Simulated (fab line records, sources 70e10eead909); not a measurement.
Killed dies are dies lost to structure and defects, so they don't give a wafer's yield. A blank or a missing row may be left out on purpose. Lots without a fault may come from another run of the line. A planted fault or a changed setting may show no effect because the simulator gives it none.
Chamber matching | flow nand_harc | NHARC_P_BONDPAD_CMP_32 on cmp-04: 4 sister chambers
The step polishes SiCN, target thk 200 nm. 18 wafers are shown with their chamber, then 9 later ones without.

WAFERS WITH THEIR CHAMBER
wafer  | chamber | motor_current_A (A)
L076.3 | 1       | 12.9
L076.4 | 2       | 13.6
L076.6 | 1       | 13.7
L078.1 | 2       | 13.5
L078.3 | 0       | 11.6
L078.6 | 2       | 14.4
L080.3 | 2       | 14.7
L080.4 | 1       | 12.9
L080.5 | 3       | 11.9
L083.1 | 2       | 15.5
L083.2 | 1       | 12.8
L083.6 | 1       | 13.6
L084.2 | 3       | 11.1
L084.3 | 1       | 13.3
L084.4 | 2       | 14.1
L084.1 | 0       | 11.7
L084.5 | 3       | 12.0
L084.6 | 2       | 14.1

SIGNATURES (means of the wafers above)
reading         | chamber 0 | chamber 1 | chamber 2 | chamber 3 | scatter within a chamber
motor_current_A | 11.650    | 13.200    | 14.271    | 11.667    | 0.539
Rule: a wafer's distance from a chamber is the root of the sum, over the readings, of the square of ((its reading less the chamber's mean) divided by the reading's scatter). The wafer belongs to the nearest chamber; if the next one is less than 2 further off, it can't be placed. The scatter: the root of (the sum of the squares of (reading less its chamber's mean) over the shown wafers, divided by (wafers less chambers)).

WAFERS WITHOUT THEIR CHAMBER
wafer  | motor_current_A (A)
L087.1 | 12.1
L087.5 | 14.0
L087.6 | 13.6
L086.2 | 13.2
L086.4 | 11.9
L086.6 | 14.3
L089.2 | 14.4
L089.3 | 13.2
L089.5 | 11.9

WHICH CHAMBER EACH WENT THROUGH
wafer  | from the rows above          | in truth
L087.1 | can't be placed: 3 or 0 or 1 | 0
L087.5 | can't be placed: 2 or 1      | 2
L087.6 | can't be placed: 1 or 2      | 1
L086.2 | can't be placed: 1 or 2      | 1
L086.4 | can't be placed: 3 or 0 or 1 | 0
L086.6 | can't be placed: 2 or 1      | 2
L089.2 | can't be placed: 2 or 1      | 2
L089.3 | can't be placed: 1 or 2      | 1
L089.5 | can't be placed: 3 or 0 or 1 | 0
Placed correctly: 0 of 9. Can't be placed from these rows: 9 (the true chamber is among the candidates in 9). Placed wrongly: 0.
